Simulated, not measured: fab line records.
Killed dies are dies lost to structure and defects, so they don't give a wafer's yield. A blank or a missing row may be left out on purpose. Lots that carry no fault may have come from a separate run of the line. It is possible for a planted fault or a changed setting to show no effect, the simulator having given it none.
fab line records ; flow nandHarc ; part 2 of 2: steps 35 to 50 of 50
record lots=5; wafers=15; lastDay=30
route steps=1302 shown P_STI@75 P_GATE@110
lots that met no fault: from a run of the same line without faults
startH: hours from the record's first day to the start of the lot's first wafer shown ; waitH: hours since the lot's step before ; " unchanged from the row above ; L1.1+2: one row covering several wafers at once ; - either no value or no given start ; * or withheld: withheld ; < > ~ a bound
route shown NAME@n: NAME is a module with steps in the file, n the number in the route of the first one ; usual: the fault-free wafers' mean and standard deviation ; same: alike in all rows ; chamber/n: place in a boat ; sites: each site's reading ; _std_site: the standard deviation of these ; _edge_site: mean of outer sites minus mean of inner sites ; radiusMm: how far each site lies from the wafer's centre ; mask NAME#n: copy n ; behind: the tool/chamber that last shaped the wafer ; hold: why the lot was held/for how many hours/how that ended ; device: names the non-switching transistor (n, p or np) ; end of line: tests run on the same wafers once the route is complete ; a step with no rows: only its recipe ; killed: dies that structure and defects cost at the first sort, which is not the same as the wafer's yield ; map: per-die view of a wafer (x killed, . not killed, _ where there is no die)
set.NAME: the run value of the setting; set.NAME@STEP: its run value at that earlier step ; model.NAME: the simulator's own value behind a step, which no gauge read
certain route steps with their lots: each step a table, each wafer a row
services: the hour from which a tool's chamber was out of use, counted from the record's first day as startH (under 0 if before that day), plus the number of hours and why
## steps
# step NHARC_P_GATE_ETCH_69
# recipe targetDepthA=140; chemistry=dHF; material=SiO2
lot.wafer;tool;chamber;startH;waitH
L081.6+4+2;wetBench-01;5,6,1;142.76;0.1
L082.1+3+6;wetBench-05;2,4,6;153.59;0.1
L084.6+2+5;wetBench-01;5,6,7;167.95;0.1
L085.4+1+2;wetBench-05;1,2,5;185.59;0.1
L090.6+2+1;wetBench-01;7,0,1;233.31;0.1
# step NHARC_P_GATE_PRECLEAN_70
# recipe timeS=*; tempC=50; bathAgeMin=0; chemistry=SC1
lot.wafer;tool;chamber;startH;waitH
L081.6+4+2;wetBench-01;5,6,1;142.84;0.1
L082.1+3+6;wetBench-05;2,4,6;153.75;0.1
L084.6+2+5;wetBench-01;5,6,7;168.00;0.0
L085.4+1+2;wetBench-05;1,2,5;185.68;0.1
L090.6+2+1;wetBench-01;7,0,1;233.38;0.1
# step NHARC_P_GATE_SRD_01
lot.wafer;tool;chamber;startH;waitH
L081.6+4+2;wetBench-01;5,6,1;-;-
L082.1+3+6;wetBench-05;2,4,6;-;-
L084.6+2+5;wetBench-01;5,6,7;-;-
L085.4+1+2;wetBench-05;1,2,5;-;-
L090.6+2+1;wetBench-01;7,0,1;-;-
# step NHARC_P_GATE_OXIDE_02
# recipe targetThkA=375; tempC=950; pH2oTorr=720; oxTimeS=365; material=SiO2
lot.wafer;tool;chamber;startH;waitH
L081.2+4+6;furnace-08;0;146.42;-
L082.1+3+6;furnace-08;0;157.34;-
L084.2+5+6;furnace-07;0;171.21;-
L085.1+2+4;furnace-08;0;189.25;-
L090.1+2+6;furnace-02;0;236.72;-
# step NHARC_P_GATE_DEHYDRATE_03
# recipe tempC=150; timeS=120
lot.wafer;tool;chamber;startH;waitH
L081.2+4+6;lithoTrack-02;0;151.02;0.4
L082.1+3+6;lithoTrack-02;0;161.87;0.4
L084.2+5+6;lithoTrack-05;0;175.83;0.4
L085.1+2+4;lithoTrack-03;0;193.85;0.4
L090.1+2+6;lithoTrack-02;0;241.26;0.4
# step NHARC_P_GATE_HMDS_04
# recipe timeS=30
lot.wafer;tool;chamber;startH;waitH
L081.2+4+6;lithoTrack-02;0;-;-
L082.1+3+6;lithoTrack-02;0;-;-
L084.2+5+6;lithoTrack-05;0;-;-
L085.1+2+4;lithoTrack-03;0;-;-
L090.1+2+6;lithoTrack-02;0;-;-
# step NHARC_P_GATE_COAT_05
# recipe spinRpm=4690
lot.wafer;tool;chamber;startH;waitH
L081.2+4+6;lithoTrack-02;0;-;-
L082.1+3+6;lithoTrack-02;0;-;-
L084.2+5+6;lithoTrack-05;0;-;-
L085.1+2+4;lithoTrack-03;0;-;-
L090.1+2+6;lithoTrack-02;0;-;-
# step NHARC_P_GATE_SOFTBAKE_06
# recipe tempC=122; timeS=95
lot.wafer;tool;chamber;startH;waitH
L081.2+4+6;lithoTrack-02;0;-;-
L082.1+3+6;lithoTrack-02;0;-;-
L084.2+5+6;lithoTrack-05;0;-;-
L085.1+2+4;lithoTrack-03;0;-;-
L090.1+2+6;lithoTrack-02;0;-;-
# step NHARC_P_GATE_EBR_07
lot.wafer;tool;chamber;startH;waitH
L081.2+4+6;lithoTrack-02;0;-;-
L082.1+3+6;lithoTrack-02;0;-;-
L084.2+5+6;lithoTrack-05;0;-;-
L085.1+2+4;lithoTrack-03;0;-;-
L090.1+2+6;lithoTrack-02;0;-;-
# step NHARC_P_GATE_EXPOSE_08
# recipe na=0.6; doseMj=16.75; maskId=P_HV
lot.wafer;tool;chamber;startH;waitH;mask
L081.2+4+6;krfScanner-03;0;151.17;-;P_HV#0
L082.1+3+6;krfScanner-02;0;162.14;-;P_HV#0
L084.2+5+6;krfScanner-04;0;176.11;-;P_HV#0
L085.1+2+4;krfScanner-03;0;194.12;-;P_HV#0
L090.1+2+6;krfScanner-04;0;241.41;-;P_HV#0
# step NHARC_P_GATE_PEB_09
# recipe pebTempC=118; pebTimeS=85
# same pebTimeS=85
lot.wafer;tool;chamber;startH;waitH
L081.2+4+6;lithoTrack-02;0;151.23;0.1
L082.1+3+6;lithoTrack-05;0;162.21;0.1
L084.2+5+6;lithoTrack-02;0;176.17;0.1
L085.1+2+4;lithoTrack-05;0;194.19;0.1
L090.1+2+6;lithoTrack-03;0;241.47;0.1
# step NHARC_P_GATE_DEVELOP_10
# recipe timeS=70
lot.wafer;tool;chamber;startH;waitH
L081.2+4+6;lithoTrack-02;0;-;-
L082.1+3+6;lithoTrack-05;0;-;-
L084.2+5+6;lithoTrack-02;0;-;-
L085.1+2+4;lithoTrack-05;0;-;-
L090.1+2+6;lithoTrack-03;0;-;-
# step NHARC_P_GATE_CD_MEAS_11
# recipe targetCdNm=1640; landingEnergyEv=500
# usual cdNm=1640.3/1.9
lot.wafer;tool;chamber;startH;waitH;cdNm
L081.2;cdSem-01;0;151.32;-;1639.3
L081.4;cdSem-01;0;151.32;-;1638.7
L081.6;cdSem-01;0;151.32;-;1640.2
L082.1;cdSem-02;0;162.30;-;1644.0
L082.3;cdSem-02;0;162.30;-;1642.7
L082.6;cdSem-02;0;162.30;-;1642.1
L084.2;cdSem-03;0;176.26;-;1638.6
L084.5;cdSem-03;0;176.26;-;1639.2
L084.6;cdSem-03;0;176.26;-;1640.1
L085.1;cdSem-01;0;194.28;-;1644.4
L085.2;cdSem-01;0;194.28;-;1641.2
L085.4;cdSem-01;0;194.28;-;1640.5
L090.1;cdSem-03;0;241.56;-;1641.9
L090.2;cdSem-03;0;241.56;-;1637.6
L090.6;cdSem-03;0;241.56;-;1643.0
# step NHARC_P_GATE_HARDBAKE_12
# recipe tempC=125; timeS=80
lot.wafer;tool;chamber;startH;waitH
L081.2+4+6;lithoTrack-03;0;151.40;-
L082.1+3+6;lithoTrack-02;0;162.38;-
L084.2+5+6;lithoTrack-05;0;176.34;-
L085.1+2+4;lithoTrack-02;0;194.36;-
L090.1+2+6;lithoTrack-05;0;241.64;-
# step NHARC_P_GATE_DESCUM_13
# recipe timeS=3; o2FlowSccm=200; arFlowSccm=0; biasPowerW=0; chemistry=O2
# usual drypumpMotorCurrentA=5.9/0.47; oesProductAu=0.997/0.011; rfVppV=57.7/0.81; showerheadPlenumPTorr=1.91/0.052; throttleValvePct=11.312/0.0093
lot.wafer;tool;chamber;startH;waitH;drypumpMotorCurrentA;oesProductAu;rfHoursCounterH;rfVppV;showerheadPlenumPTorr;throttleValvePct
L081.2;rieDiel-12;2;151.48;-;5.2;1.016;4;57.3;1.86;11.322
L081.4;rieDiel-12;1;151.48;-;5.9;1.008;4;58.2;1.89;11.318
L081.6;rieDiel-12;3;151.48;-;6.6;1.009;-;57.4;1.91;11.300
L082.1;rieDiel-12;0;162.46;-;5.6;0.977;5;56.9;1.98;11.308
L082.3;rieDiel-12;2;162.46;-;5.2;1.014;6;56.1;1.86;11.315
L082.6;rieDiel-12;1;162.46;-;6.0;0.991;-;57.8;1.89;11.322
L084.2;rieDiel-12;0;176.43;-;5.6;0.980;6;57.5;1.98;11.321
L084.6;rieDiel-12;3;176.43;-;6.7;0.994;-;57.3;1.90;11.303
L084.5;rieDiel-12;0;176.43;-;5.5;0.990;-;58.1;1.98;11.313
L085.1;rieDiel-12;2;194.44;-;5.2;1.007;8;57.9;1.86;11.312
L085.2;rieDiel-12;3;194.44;-;6.7;0.995;8;57.5;1.91;11.292
L085.4;rieDiel-12;0;194.44;-;5.6;0.997;8;57.8;1.98;11.303
L090.2;rieDiel-12;0;241.75;-;5.6;1.002;12;57.7;1.98;11.322
L090.1;rieDiel-12;1;241.75;-;6.0;0.988;11;58.0;1.88;11.326
L090.6;rieDiel-12;3;241.75;-;6.7;1.013;-;58.7;1.90;11.326
# step NHARC_P_GATE_ETCH_14
# recipe targetDepthA=488; chemistry=dHF; material=SiO2
lot.wafer;tool;chamber;startH;waitH
L081.6+2+4;wetBench-05;7,1,4;151.62;0.1
L082.3+1+6;wetBench-01;5,1,2;162.60;0.1
L084.2+6+5;wetBench-05;2,4,6;176.57;0.1
L085.2+4+1;wetBench-07;5,6,2;194.57;0.1
L090.2+1+6;wetBench-07;6,0,2;241.86;0.1
## services
tool;chamber;startH;hours;kind
rieDiel-12;-;91.40;9.0;pm
cmp-04;-;95.55;1.7;repair
lithoTrack-03;-;100.00;7.0;pm
wetBench-01;-;101.64;8.0;pm
wetBench-02;-;106.81;1.2;repair
cmp-04;-;111.05;4.0;pm
rieDiel-13;2;112.64;8.1;repair
rieDiel-07;-;117.20;9.0;pm
lithoTrack-05;-;124.03;7.0;pm
cmp-04;-;154.42;1.0;repair
krfScanner-03;-;164.54;0.3;repair
rieDiel-13;-;165.02;9.0;pm
wetBench-09;-;176.89;8.0;pm
rieDiel-12;-;178.74;0.9;repair
hdpcvd-01;-;185.32;13.0;pm
rieDiel-07;2;193.80;30.6;repair
cmp-04;-;193.94;1.5;repair
rieDiel-13;-;202.91;3.7;repair
furnace-01;-;208.28;26.0;pm
rieDiel-10;1;210.27;10.1;repair
wetBench-02;-;212.68;3.6;repair
lithoTrack-02;-;227.00;7.0;pm
wetBench-04;-;227.20;8.0;pm
krfScanner-03;-;234.08;0.9;repair
